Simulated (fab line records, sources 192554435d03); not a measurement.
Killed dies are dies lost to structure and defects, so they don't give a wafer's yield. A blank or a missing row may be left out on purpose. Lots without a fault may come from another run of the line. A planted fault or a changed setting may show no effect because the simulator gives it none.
fab line records | flow n5_finfet
record lots=7 wafers=39
route steps=1938 shown WELL_APT@55 FIN_SAQP@125 SD_EPI_N@267
start_h: hours from the record's first day to the start of the lot's first wafer shown | wait_h: hours since the lot's step before | " the same as in the row above | L1.1+2: a row that stands for several wafers | - no value, or no start given | * or withheld: withheld | < > ~ a bound
route shown NAME@n: a module of which the file shows steps, and the number in the route of the first | usual: mean/standard deviation of fault-free wafers | same: alike in all rows | chamber/n: place in a boat | sites: the reading at each site | _std_site: their standard deviation | _edge_site: outer sites' mean less inner sites' | radius_mm: how far each site lies from the wafer's centre | mask NAME#n: copy n | behind: the tool/chamber that last shaped the wafer | hold: why the lot was held/for how many hours/how that ended | device: the transistor (n, p or np) that didn't switch | end of line: the same wafers' tests at the end of the route | a step without rows: its recipe alone | killed: dies lost to structure and defects at the first sort, not the wafer's yield | map: a wafer's dies, x killed, . not, _ none there
set.NAME: the setting as run; set.NAME@STEP: as run at that earlier step | model.NAME: the simulator's own value behind a step, which no gauge read
lots whose settings were changed on purpose; a table a step, a row a wafer
## steps
# step N5_WELL_APT_EPI_41
# recipe material=Si target_thk_a=500 temp_c=650 precursor=SiH4/H2 pressure_torr=20 time_s=297.7
# columns lot.wafer tool chamber start_h wait_h set.target_thk_a model.Si_of_WELL_APT_EPI_41.thk_nm
L074.1 epi_rpcvd-02 0 16.17 0.0 500 50.01
L074.2 " 0 " " 500 50.28
L074.3 " 0 " " 500 49.92
L075.1 epi_rpcvd-02 0 22.58 0.0 500 50.59
L075.2 " 0 " " 489 49.96
L075.3 " 0 " " 489 49.59
L075.4 " 0 " " 489 49.57
L075.5 " 0 " " 500 50.63
L075.6 " 0 " " 500 50.1
L084.1 epi_rpcvd-04 0 76.47 0.0 500 49.83
L084.2 " 0 " " 500 49.99
L084.3 " 0 " " 500 49.52
L084.4 " 0 " " 500 49.4
L084.5 " 0 " " 500 49.62
L084.6 " 0 " " 500 50.29
L087.1 epi_rpcvd-04 0 93.96 0.0 500 49.99
L087.2 " 0 " " 500 49.61
L087.3 " 0 " " 500 50.67
L087.4 " 0 " " 500 50.13
L087.5 " 0 " " 500 50.46
L087.6 " 0 " " 500 50
L088.1 epi_rpcvd-01 0 100.02 0.0 475.3 49.18
L088.2 " 0 " " 500 51.08
L088.3 " 0 " " 475.3 47.88
L088.4 " 0 " " 500 50.94
L088.5 " 0 " " 475.3 48.49
L088.6 " 0 " " 500 50.5
L090.1 epi_rpcvd-04 0 112.30 0.0 537.8 52.85
L090.2 " 0 " " 537.8 53.74
L090.3 " 0 " " 500 49.27
L090.4 " 0 " " 500 49.6
L090.5 " 0 " " 500 49.47
L090.6 " 0 " " 537.8 53.98
L096.1 epi_rpcvd-01 0 148.04 0.0 474.6 47.04
L096.2 " 0 " " 500 49.37
L096.3 " 0 " " 474.6 47.53
L096.4 " 0 " " 474.6 47.06
L096.5 " 0 " " 500 49.75
L096.6 " 0 " " 500 49.59
# step N5_FIN_SAQP_SPACER1_ALD_24
# recipe material=SiO2 target_thk_a=203 temp_c=300 ald_precursor_family=BDEAS ald_co_reactant=O2-plasma pulse_time_s=1 purge_time_s=2 co_reactant_purge_time_s=2 ald_cycles=218 pressure_torr=2
# columns lot.wafer tool chamber start_h wait_h set.temp_c model.SiO2_of_FIN_SAQP_SPACER1_ALD_24.thk_nm
L074.1+2+3 ald_sin-04 3,1,0 23.18 0.4 300 20.2
L075.1+2+4 ald_sin-04 2,3,0 29.75 0.3 300 20.4
L075.3+5 " 1,2 " " 305.8 20.2
L075.6 " 3 " " 305.8 20
L084.1+4 ald_sin-01 3,0 83.98 0.4 300 20.2
L084.2+5 " 1,2 " " 291.9 20.8
L084.3 " 2 " " 300 20.4
L084.6 " 3 " " 291.9 21
L087.1+3 ald_sin-01 3,1 102.21 0.3 300 20.2
L087.2 " 2 " " 300 20.4
L087.4 " 0 " " 285.8 21.4
L087.5+6 " 0,1 " " 285.8 21.2
L088.1+6 ald_sin-04 2,1 106.62 0.3 300 20.4
L088.2 " 1 " " 300 20.2
L088.3+4+5 " 0,3,0 " " 285.9 21.4
L090.1+2+3+5+6 ald_sin-04 1,2,3,2,3 120.13 1.2 300 20.4
L090.4 " 1 " " 300 20.2
L096.1+2+3+4+5+6 ald_sin-03 1,0,3,2,0,1 155.01 0.3 300 20.2
# step N5_FIN_SAQP_SPACER1_ETCHBACK_25
# recipe chemistry=CHF3/O2 mode=anisotropic_etchback target=SiO2 target_depth_a=244 time_s=12.2 pressure_mtorr=30 source_w=650 bias_w=170 Ar_flow_sccm=200 CHF3_flow_sccm=50 O2_flow_sccm=5 ion_energy_ev=200
# step N5_FIN_SAQP_MANDREL1_REMOVE_56
# recipe chemistry=HBr/Cl2/O2 bt_time_s=10 target=a-Si stop_on=SiNx endpoint=OES-SiCl over_etch_frac=1 icp_w=600 bias_w=22 HBr_flow_sccm=150 Cl2_flow_sccm=80 O2_flow_sccm=5 pressure_mtorr=10
# columns lot.wafer tool chamber start_h wait_h set.temp_c@FIN_SAQP_SPACER1_ALD_24 model.FIN_SAQP.cd_nm
L074.1+2 rie_si-05 3,1 23.98 0.1 300 20.2
L074.3 " 0 " " 300 20.4
L075.1 rie_si-06 0 30.55 0.1 300 20.6
L075.2+4 " 1,2 " " 300 20.4
L075.3+5+6 " 2,1,0 " " 305.8 20.2
L084.1+4 rie_si-02 3,2 84.78 0.1 300 20.2
L084.2 " 1 " " 291.9 21
L084.3 " 0 " " 300 20.4
L084.5+6 " 0,3 " " 291.9 20.8
L087.1 rie_si-06 2 103.01 0.1 300 20.2
L087.2+3 " 1,3 " " 300 20.4
L087.4+5+6 " 3,2,1 " " 285.8 21.4
L088.1 rie_si-02 2 107.59 0.1 300 20.4
L088.2+6 " 3 " " 300 20.2
L088.3 " 1 " " 285.9 21.4
L088.4+5 " 0,2 " " 285.9 21.2
L090.1+2+3+5+6 rie_si-06 2,3,1,1,3 120.94 0.1 300 20.4
L090.4 " 2 " " 300 20.2
L096.1+3+4+6 rie_si-02 0,2,3,2 156.03 0.1 300 20.2
L096.2 " 1 " " 300 20.4
L096.5 " 3 " " 300 20
# step N5_FIN_SAQP_CD_MEAS_27
# recipe target_cd_nm=20 landing_energy_ev=1000 detector=se_inlens polarity=line
# usual cd_nm=20.29/0.26
# columns lot.wafer tool chamber start_h wait_h set.temp_c@FIN_SAQP_SPACER1_ALD_24 cd_nm
L074.1 cd_sem-02 0 24.09 0.1 300 20.28
L074.2 " 0 " " 300 20.29
L074.3 " 0 " " 300 20.15
L075.1 cd_sem-03 0 30.66 0.1 300 20.75
L075.2 " 0 " " 300 20.77
L075.3 " 0 " " 305.8 20.55
L075.4 " 0 " " 300 20.41
L075.5 " 0 " " 305.8 20.37
L075.6 " 0 " " 305.8 20.40
L084.1 cd_sem-03 0 84.89 0.1 300 20.07
L084.2 " 0 " " 291.9 21.00
L084.3 " 0 " " 300 20.33
L084.4 " 0 " " 300 20.04
L084.5 " 0 " " 291.9 20.98
L084.6 " 0 " " 291.9 20.77
L087.1 cd_sem-01 0 103.12 0.1 300 19.66
L087.2 " 0 " " 300 19.98
L087.3 " 0 " " 300 20.36
L087.4 " 0 " " 285.8 21.09
L087.5 " 0 " " 285.8 21.11
L087.6 " 0 " " 285.8 21.17
L088.1 cd_sem-03 0 107.70 0.1 300 20.19
L088.2 " 0 " " 300 19.92
L088.3 " 0 " " 285.9 21.33
L088.4 " 0 " " 285.9 21.57
L088.5 " 0 " " 285.9 21.49
L088.6 " 0 " " 300 20.17
L090.1 cd_sem-03 0 121.05 0.1 300 20.55
L090.2 " 0 " " 300 20.30
L090.3 " 0 " " 300 20.25
L090.4 " 0 " " 300 20.20
L090.5 " 0 " " 300 20.27
L090.6 " 0 " " 300 20.24
L096.1 cd_sem-02 0 156.14 0.1 300 19.69
L096.2 " 0 " " 300 20.56
L096.3 " 0 " " 300 19.87
L096.4 " 0 " " 300 20.18
L096.5 " 0 " " 300 20.02
L096.6 " 0 " " 300 20.30
# step N5_SD_EPI_N_EXPOSE_06
# recipe mask_id=SD_N_BLK na=1.35 source_shape=conventional sigma_outer=0.8 polarization=unpolarized target_cd_nm=120 dose_mj=39.75
# columns lot.wafer tool chamber start_h wait_h mask set.dose_mj
L074.1+2+3 arfi_scanner-02 0 48.06 - SD_N_BLK#0 39.75
L075.1+2+6 arfi_scanner-01 0 60.23 - SD_N_BLK#0 37.89
L075.3+4+5 " 0 " " SD_N_BLK#0 39.75
L084.1+2+3+4+5+6 arfi_scanner-02 0 110.42 - SD_N_BLK#0 39.75
L087.1+5+6 arfi_scanner-02 0 126.78 - SD_N_BLK#0 41.93
L087.2+3+4 " 0 " " SD_N_BLK#0 39.75
L088.1+2+3+4+5+6 arfi_scanner-02 0 132.80 - SD_N_BLK#0 39.75
L090.1+2+3+4+5+6 arfi_scanner-03 0 144.76 - SD_N_BLK#0 39.75
L096.1+3+6 arfi_scanner-02 0 181.80 - SD_N_BLK#0 39.75
L096.2+4+5 " 0 " " SD_N_BLK#0 42.87
# step N5_SD_EPI_N_PEB_07
# recipe peb_temp_c=110 peb_time_s=60 resist=CAR-ArF-block
# step N5_SD_EPI_N_DEVELOP_08
# recipe develop_time_s=30 developer=TMAH resist=CAR-ArF-block dev_temp_c=23 rinse_liquid=diw dry=air_spin
# step N5_SD_EPI_N_CD_MEAS_09
# recipe target_cd_nm=120 landing_energy_ev=500 detector=se_inlens
# usual cd_nm=120.2/0.65
# columns lot.wafer tool chamber start_h wait_h set.dose_mj@SD_EPI_N_EXPOSE_06 cd_nm
L074.1 cd_sem-02 0 48.19 - 39.75 118.9
L074.2 " 0 " " 39.75 119.0
L074.3 " 0 " " 39.75 120.6
L075.1 cd_sem-02 0 60.36 - 37.89 117.8
L075.2 " 0 " " 37.89 117.4
L075.3 " 0 " " 39.75 121.0
L075.4 " 0 " " 39.75 120.8
L075.5 " 0 " " 39.75 119.8
L075.6 " 0 " " 37.89 117.5
L084.1 cd_sem-03 0 110.54 - 39.75 119.1
L084.2 " 0 " " 39.75 119.5
L084.3 " 0 " " 39.75 119.4
L084.4 " 0 " " 39.75 120.2
L084.5 " 0 " " 39.75 119.9
L084.6 " 0 " " 39.75 119.2
L087.1 cd_sem-02 0 126.91 - 41.93 124.0
L087.2 " 0 " " 39.75 119.7
L087.3 " 0 " " 39.75 120.3
L087.4 " 0 " " 39.75 119.4
L087.5 " 0 " " 41.93 123.4
L087.6 " 0 " " 41.93 123.8
L088.1 cd_sem-02 0 132.92 - 39.75 121.0
L088.2 " 0 " " 39.75 120.0
L088.3 " 0 " " 39.75 121.1
L088.4 " 0 " " 39.75 120.3
L088.5 " 0 " " 39.75 120.8
L088.6 " 0 " " 39.75 121.1
L090.1 cd_sem-02 0 144.88 - 39.75 120.5
L090.2 " 0 " " 39.75 119.5
L090.3 " 0 " " 39.75 120.1
L090.4 " 0 " " 39.75 120.7
L090.5 " 0 " " 39.75 119.5
L090.6 " 0 " " 39.75 120.4
L096.1 cd_sem-03 0 181.93 - 39.75 119.4
L096.2 " 0 " " 42.87 125.3
L096.3 " 0 " " 39.75 119.7
L096.4 " 0 " " 42.87 125.3
L096.5 " 0 " " 42.87 124.8
L096.6 " 0 " " 39.75 119.7
# step N5_SD_EPI_N_DESCUM_14
# recipe chemistry=O2 time_s=7.9 source_power_w=50 bias_power_w=20 pressure_mtorr=20 rf_frequency_hz=2.712e+07 temp_c=40 resist=CAR-ArF-block o2_flow_sccm=225
# columns lot.wafer tool chamber start_h wait_h set.dose_mj@SD_EPI_N_EXPOSE_06 model.SD_EPI_N.cd_nm
L074.1+2 rie_diel-01 1,0 48.41 0.2 39.75 119
L074.3 " 2 " " 39.75 120.2
L075.1+6 rie_diel-04 2,1 60.47 0.1 37.89 117.6
L075.2 " 1 " " 37.89 117
L075.3 " 0 " " 39.75 121
L075.4 " 3 " " 39.75 120.4
L075.5 " 0 " " 39.75 119.8
L084.1+6 rie_diel-01 1,3 110.63 0.0 39.75 119
L084.2+4 " 0,3 " " 39.75 120
L084.3 " 2 " " 39.75 119.4
L084.5 " 0 " " 39.75 119.8
L087.1+6 rie_diel-03 3 127.00 0.0 41.93 124
L087.2 " 2 " " 39.75 119.8
L087.3 " 1 " " 39.75 120.4
L087.4 " 2 " " 39.75 119.6
L087.5 " 1 " " 41.93 123.8
L088.1+3+6 rie_diel-03 2,1,3 133.01 0.0 39.75 121
L088.2+4 " 3,1 " " 39.75 120.2
L088.5 " 2 " " 39.75 120.6
L090.1 rie_diel-01 0 144.97 0.0 39.75 120.4
L090.2+3+6 " 2,1,2 " " 39.75 120.2
L090.4 " 3 " " 39.75 120.8
L090.5 " 1 " " 39.75 119.8
L096.1 rie_diel-04 2 182.01 0.0 39.75 119.6
L096.2 " 1 " " 42.87 125
L096.3+6 " 3 " " 39.75 119.8
L096.4 " 0 " " 42.87 125.4
L096.5 " 2 " " 42.87 124.4
# step N5_SD_EPI_N_ETCH_34
# recipe chemistry=CF4 target=SiARC target_depth_a=455 mask_material=CAR-ArF-block time_s=75.8 ion_energy_ev=80 pressure_mtorr=40 source_w=545 bias_w=36 Ar_flow_sccm=100 cf4_flow_sccm=100 ends=cleared
# columns lot.wafer tool chamber start_h wait_h set.dose_mj@SD_EPI_N_EXPOSE_06 model.SD_EPI_N.cd_nm
L074.1 rie_diel-01 1 48.44 0.0 39.75 119.2
L074.2 " 0 " " 39.75 119
L074.3 " 2 " " 39.75 120.4
L075.1+2 rie_diel-04 2,1 60.51 0.0 37.89 117.4
L075.3 " 0 " " 39.75 121
L075.4 " 3 " " 39.75 120.8
L075.5 " 0 " " 39.75 119.8
L075.6 " 1 " " 37.89 118
L084.1 rie_diel-01 1 110.67 0.0 39.75 119.4
L084.2 " 0 " " 39.75 120.2
L084.3 " 2 " " 39.75 119.6
L084.4+5 " 3,0 " " 39.75 120
L084.6 " 3 " " 39.75 119
L087.1 rie_diel-03 3 127.03 0.0 41.93 124.2
L087.2 " 2 " " 39.75 120.2
L087.3 " 1 " " 39.75 120.6
L087.4 " 2 " " 39.75 120
L087.5+6 " 1,3 " " 41.93 123.8
L088.1 rie_diel-03 2 133.04 0.0 39.75 121.2
L088.2 " 3 " " 39.75 120.2
L088.3+5+6 " 1,2,3 " " 39.75 121
L088.4 " 1 " " 39.75 120
L090.1+4 rie_diel-01 0,3 145.00 0.0 39.75 120.6
L090.2 " 2 " " 39.75 120.4
L090.3+6 " 1,2 " " 39.75 120.2
L090.5 " 1 " " 39.75 120
L096.1 rie_diel-04 2 182.05 0.0 39.75 119.4
L096.2+4 " 1,0 " " 42.87 125.2
L096.3+6 " 3 " " 39.75 119.8
L096.5 " 2 " " 42.87 124.4
# step N5_SD_EPI_N_ETCH_35
# recipe chemistry=N2/H2 target=SOC overetch_a=1080 mask_material=SiARC temp_c=40 ion_energy_ev=100 source_w=3000 bias_w=133 pressure_mtorr=20 time_s=486 n2_flow_sccm=200 h2_flow_sccm=200
# columns lot.wafer tool chamber start_h wait_h set.dose_mj@SD_EPI_N_EXPOSE_06 model.SD_EPI_N.cd_nm
L074.1 rie_diel-01 1 48.50 0.0 39.75 119
L074.2 " 2 " " 39.75 118.8
L074.3 " 3 " " 39.75 120.6
L075.1+2 rie_diel-04 2,1 60.56 0.0 37.89 117.6
L075.3 " 0 " " 39.75 121.8
L075.4 " 3 " " 39.75 121
L075.5 " 0 " " 39.75 120.8
L075.6 " 1 " " 37.89 118.6
L084.1+2 rie_diel-01 1,0 110.72 0.0 39.75 119.2
L084.3 " 2 " " 39.75 118.8
L084.4 " 3 " " 39.75 120.4
L084.5 " 0 " " 39.75 119
L084.6 " 3 " " 39.75 119.4
L087.1 rie_diel-03 3 127.09 0.0 41.93 124.8
L087.2 " 2 " " 39.75 121.2
L087.3 " 1 " " 39.75 121
L087.4 " 2 " " 39.75 119.8
L087.5+6 " 1,3 " " 41.93 124.6
L088.1+5 rie_diel-03 2 133.10 0.0 39.75 121.8
L088.2 " 3 " " 39.75 121.2
L088.3+6 " 1,3 " " 39.75 122
L088.4 " 1 " " 39.75 120.2
L090.1+2 rie_diel-01 0,2 145.06 0.0 39.75 120.2
L090.3+5 " 1 " " 39.75 119
L090.4 " 3 " " 39.75 120.6
L090.6 " 2 " " 39.75 120
L096.1 rie_diel-04 2 182.10 0.0 39.75 117.6
L096.2 " 1 " " 42.87 124.2
L096.3 " 3 " " 39.75 119
L096.4 " 0 " " 42.87 124.4
L096.5 " 2 " " 42.87 121.8
L096.6 " 3 " " 39.75 117.8
# step N5_SD_EPI_N_STRIP_36
# recipe chemistry=N2/H2 temp_c=40 n2_flow_sccm=200 h2_flow_sccm=200 rf_frequency_hz=6e+07
# step N5_SD_EPI_N_ETCHBACK_44
# recipe chemistry=CH3F/O2 mode=anisotropic_etchback target=SiNx target_depth_a=145 stop_on=SiO2 over_etch_frac=0.3 ion_energy_ev=120 pressure_mtorr=30 source_w=395 bias_w=73 Ar_flow_sccm=150 CH3F_flow_sccm=30 O2_flow_sccm=20
# columns lot.wafer tool chamber start_h wait_h set.dose_mj@SD_EPI_N_EXPOSE_06 model.SD_EPI_N.cd_nm
L074.1+2 rie_diel-01 3,0 48.83 0.0 39.75 119
L074.3 " 2 " " 39.75 120.4
L075.1 rie_diel-04 2 60.89 0.0 37.89 117.4
L075.2 " 1 " " 37.89 117.6
L075.3 " 0 " " 39.75 121.8
L075.4+5 " 3,0 " " 39.75 121
L075.6 " 1 " " 37.89 118.6
L084.1+6 rie_diel-01 1,3 111.05 0.0 39.75 119.4
L084.2 " 0 " " 39.75 119.2
L084.3 " 2 " " 39.75 118.8
L084.4 " 3 " " 39.75 120.4
L084.5 " 0 " " 39.75 119
L087.1 rie_diel-03 3 127.41 0.0 41.93 124.8
L087.2 " 2 " " 39.75 121.2
L087.3 " 1 " " 39.75 121
L087.4 " 2 " " 39.75 119.8
L087.5+6 " 1,3 " " 41.93 124.6
L088.1+5 rie_diel-03 2 133.42 0.0 39.75 121.8
L088.2 " 3 " " 39.75 121.2
L088.3+6 " 1,3 " " 39.75 122
L088.4 " 1 " " 39.75 120.2
L090.1+2 rie_diel-01 0,2 145.38 0.0 39.75 120.2
L090.3 " 1 " " 39.75 119
L090.4 " 3 " " 39.75 120.6
L090.5 " 1 " " 39.75 119.2
L090.6 " 2 " " 39.75 120
L096.1 rie_diel-04 2 182.43 0.0 39.75 117.6
L096.2 " 1 " " 42.87 124.2
L096.3 " 3 " " 39.75 119.2
L096.4 " 0 " " 42.87 124.4
L096.5 " 2 " " 42.87 121.6
L096.6 " 3 " " 39.75 117.8
# step N5_SD_EPI_N_ETCH_45
# recipe chemistry=CH3F/O2 target=SiOCN target_depth_a=60 mask_material=SOC ion_energy_ev=60 bias_w=29 pressure_mtorr=15 source_w=410 Ar_flow_sccm=150 CH3F_flow_sccm=30 O2_flow_sccm=20
# step N5_SD_EPI_N_ETCH_16
# recipe chemistry=CHF3/O2 target=SiO2 target_depth_a=50 mask_material=SOC pressure_mtorr=30 source_w=650 bias_w=170 Ar_flow_sccm=200 CHF3_flow_sccm=50 O2_flow_sccm=5 ion_energy_ev=200
# step N5_SD_EPI_N_STRIP_47
# recipe chemistry=CHF3/O2 resist=SiARC rf_frequency_hz=6e+07
# step N5_SD_EPI_N_SD_RECESS_17
# recipe chemistry=HBr/Cl2/O2 target_depth_a=410 mask_material=SOC time_s=23.7 bt_time_s=3 pressure_mtorr=10 icp_w=800 bias_w=112 HBr_flow_sccm=150 Cl2_flow_sccm=80 O2_flow_sccm=12
# columns lot.wafer tool chamber start_h wait_h set.dose_mj@SD_EPI_N_EXPOSE_06 model.SD_EPI_N.cd_nm
L074.1 rie_si-05 1 49.10 0.0 39.75 119
L074.2 " 3 " " 39.75 118.8
L074.3 " 0 " " 39.75 120.4
L075.1 rie_si-05 0 61.16 0.0 37.89 117.4
L075.2 " 2 " " 37.89 117.8
L075.3 " 1 " " 39.75 121.8
L075.4+5 " 3,2 " " 39.75 121
L075.6 " 3 " " 37.89 118.6
L084.1+2+6 rie_si-02 0,2,1 111.32 0.0 39.75 119.4
L084.3 " 3 " " 39.75 118.8
L084.4 " 1 " " 39.75 120.4
L084.5 " 0 " " 39.75 119
L087.1 rie_si-02 1 127.68 0.0 41.93 125
L087.2 " 0 " " 39.75 121.4
L087.3 " 2 " " 39.75 121
L087.4 " 3 " " 39.75 120
L087.5 " 3 " " 41.93 124.6
L087.6 " 0 " " 41.93 124.8
L088.1+5 rie_si-06 1 133.70 0.0 39.75 122
L088.2 " 3 " " 39.75 121.4
L088.3 " 2 " " 39.75 121.8
L088.4 " 2 " " 39.75 120
L088.6 " 3 " " 39.75 122.2
L090.1+2 rie_si-05 0,1 145.66 0.0 39.75 120.2
L090.3 " 3 " " 39.75 119
L090.4 " 2 " " 39.75 120.6
L090.5 " 3 " " 39.75 119.2
L090.6 " 2 " " 39.75 119.8
L096.1+6 rie_si-06 1,2 182.70 0.0 39.75 117.6
L096.2 " 0 " " 42.87 124.4
L096.3 " 2 " " 39.75 119
L096.4 " 3 " " 42.87 124.6
L096.5 " 1 " " 42.87 121.8
## key
split step=N5_WELL_APT_EPI_41 setting=target_thk_a stated=500 by=wafer
response step=N5_WELL_APT_EPI_41 reading=model.Si_of_WELL_APT_EPI_41.thk_nm change=+0.498 per=1% r=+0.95
split step=N5_FIN_SAQP_SPACER1_ALD_24 setting=temp_c stated=300 by=wafer
response step=N5_FIN_SAQP_SPACER1_ALD_24 reading=model.SiO2_of_FIN_SAQP_SPACER1_ALD_24.thk_nm change=-0.214 per=1% r=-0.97
response step=N5_FIN_SAQP_MANDREL1_REMOVE_56 reading=model.FIN_SAQP.cd_nm change=-0.214 per=1% r=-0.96
response step=N5_FIN_SAQP_CD_MEAS_27 reading=cd_nm change=-0.256 per=1% r=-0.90
split step=N5_SD_EPI_N_EXPOSE_06 setting=dose_mj stated=39.75 by=wafer
response step=N5_SD_EPI_N_CD_MEAS_09 reading=cd_nm change=+0.694 per=1% r=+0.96
response step=N5_SD_EPI_N_DESCUM_14 reading=model.SD_EPI_N.cd_nm change=+0.676 per=1% r=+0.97
response step=N5_SD_EPI_N_ETCH_34 reading=model.SD_EPI_N.cd_nm change=+0.662 per=1% r=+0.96
response step=N5_SD_EPI_N_ETCH_35 reading=model.SD_EPI_N.cd_nm change=+0.696 per=1% r=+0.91
response step=N5_SD_EPI_N_ETCHBACK_44 reading=model.SD_EPI_N.cd_nm change=+0.693 per=1% r=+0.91
response step=N5_SD_EPI_N_SD_RECESS_17 reading=model.SD_EPI_N.cd_nm change=+0.713 per=1% r=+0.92
